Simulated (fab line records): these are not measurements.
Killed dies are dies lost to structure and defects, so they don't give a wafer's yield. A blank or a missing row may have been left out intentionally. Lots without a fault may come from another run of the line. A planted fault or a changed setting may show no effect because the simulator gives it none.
Chamber matching :: flow nand harc :: 4 sister chambers for NHARC_A_BONDPAD_ETCH_34 on rie diel-06
The step etches the open film in N2/H2, target depth 60 nm, overetch 18 nm, time 65.91 s. 16 wafers are shown with their chamber, then 8 later ones without.

EACH WAFER AND ITS CHAMBER
wafer: L594.1
chamber: 3
showerhead plenum p Torr (Torr): 2.03
drypump motor current A (A): 6.6
rf vpp V (V): 432.1

wafer: L594.2
chamber: 2
showerhead plenum p Torr (Torr): 1.89
drypump motor current A (A): 5.7
rf vpp V (V): 427.5

wafer: L594.3
chamber: 1
showerhead plenum p Torr (Torr): 1.95
drypump motor current A (A): 5.3
rf vpp V (V): 427.6

wafer: L602.1
chamber: 1
showerhead plenum p Torr (Torr): 1.95
drypump motor current A (A): 5.3
rf vpp V (V): 429.1

wafer: L602.4
chamber: 2
showerhead plenum p Torr (Torr): 1.90
drypump motor current A (A): 5.7
rf vpp V (V): 425.3

wafer: L602.5
chamber: 2
showerhead plenum p Torr (Torr): 1.89
drypump motor current A (A): 5.7
rf vpp V (V): 426.1

wafer: L603.1
chamber: 3
showerhead plenum p Torr (Torr): 2.03
drypump motor current A (A): 6.6
rf vpp V (V): 429.0

wafer: L603.5
chamber: 0
showerhead plenum p Torr (Torr): 2.20
drypump motor current A (A): 5.6
rf vpp V (V): 436.0

wafer: L603.6
chamber: 1
showerhead plenum p Torr (Torr): 1.95
drypump motor current A (A): 5.3
rf vpp V (V): 427.4

wafer: L606.1
chamber: 1
showerhead plenum p Torr (Torr): 1.95
drypump motor current A (A): 5.3
rf vpp V (V): 426.9

wafer: L606.2
chamber: 3
showerhead plenum p Torr (Torr): 2.03
drypump motor current A (A): 6.6
rf vpp V (V): 432.2

wafer: L606.3
chamber: 2
showerhead plenum p Torr (Torr): 1.89
drypump motor current A (A): 5.7
rf vpp V (V): 425.6

wafer: L612.1
chamber: 2
showerhead plenum p Torr (Torr): 1.89
drypump motor current A (A): 5.7
rf vpp V (V): 427.5

wafer: L612.2
chamber: 0
showerhead plenum p Torr (Torr): 2.20
drypump motor current A (A): 5.6
rf vpp V (V): 436.4

wafer: L612.4
chamber: 3
showerhead plenum p Torr (Torr): 2.03
drypump motor current A (A): 6.6
rf vpp V (V): 429.6

wafer: L611.1
chamber: 1
showerhead plenum p Torr (Torr): 1.95
drypump motor current A (A): 5.4
rf vpp V (V): 429.7

SIGNATURES (means of the wafers above)
reading: showerhead plenum p Torr
chamber 0: 2.2000
chamber 1: 1.9500
chamber 2: 1.8920
chamber 3: 2.0300
scatter within a chamber: 0.00258

reading: drypump motor current A
chamber 0: 5.600
chamber 1: 5.320
chamber 2: 5.700
chamber 3: 6.600
scatter within a chamber: 0.0258

reading: rf vpp V
chamber 0: 436.200
chamber 1: 428.140
chamber 2: 426.400
chamber 3: 430.725
scatter within a chamber: 1.24
Rule: for a wafer and a chamber, the distance is found by dividing, reading by reading, the gap between the wafer's reading and the chamber's mean by the reading's scatter, squaring, summing and taking the root. The wafer belongs to the nearest chamber; if the next one is less than 2 further off, it can't be placed. The scatter is the square root of a quotient: the sum, over the shown wafers, of each reading's squared deviation from its chamber's mean, divided by wafers minus chambers.

WAFERS WHOSE CHAMBER IS MISSING
wafer: L611.3
showerhead plenum p Torr (Torr): 2.20
drypump motor current A (A): 5.6
rf vpp V (V): 434.8

wafer: L611.4
showerhead plenum p Torr (Torr): 2.03
drypump motor current A (A): 6.6
rf vpp V (V): 431.4

wafer: L614.2
showerhead plenum p Torr (Torr): 1.89
drypump motor current A (A): 5.7
rf vpp V (V): 426.1

wafer: L614.3
showerhead plenum p Torr (Torr): 2.03
drypump motor current A (A): 6.6
rf vpp V (V): 429.0

wafer: L614.4
showerhead plenum p Torr (Torr): 2.20
drypump motor current A (A): 5.6
rf vpp V (V): 434.4

wafer: L616.1
showerhead plenum p Torr (Torr): 1.89
drypump motor current A (A): 5.7
rf vpp V (V): 425.7

wafer: L616.5
showerhead plenum p Torr (Torr): 2.03
drypump motor current A (A): 6.6
rf vpp V (V): 430.0

wafer: L616.6
showerhead plenum p Torr (Torr): 2.20
drypump motor current A (A): 5.7
rf vpp V (V): 434.8

WHICH CHAMBER EACH WENT THROUGH
wafer: L611.3
from the rows above: 0
in truth: 0

wafer: L611.4
from the rows above: 3
in truth: 3

wafer: L614.2
from the rows above: 2
in truth: 2

wafer: L614.3
from the rows above: 3
in truth: 3

wafer: L614.4
from the rows above: 0
in truth: 0

wafer: L616.1
from the rows above: 2
in truth: 2

wafer: L616.5
from the rows above: 3
in truth: 3

wafer: L616.6
from the rows above: 0
in truth: 0
8 of 8 placed correctly. Left unplaced by these rows: 0. Wrongly placed: 0.
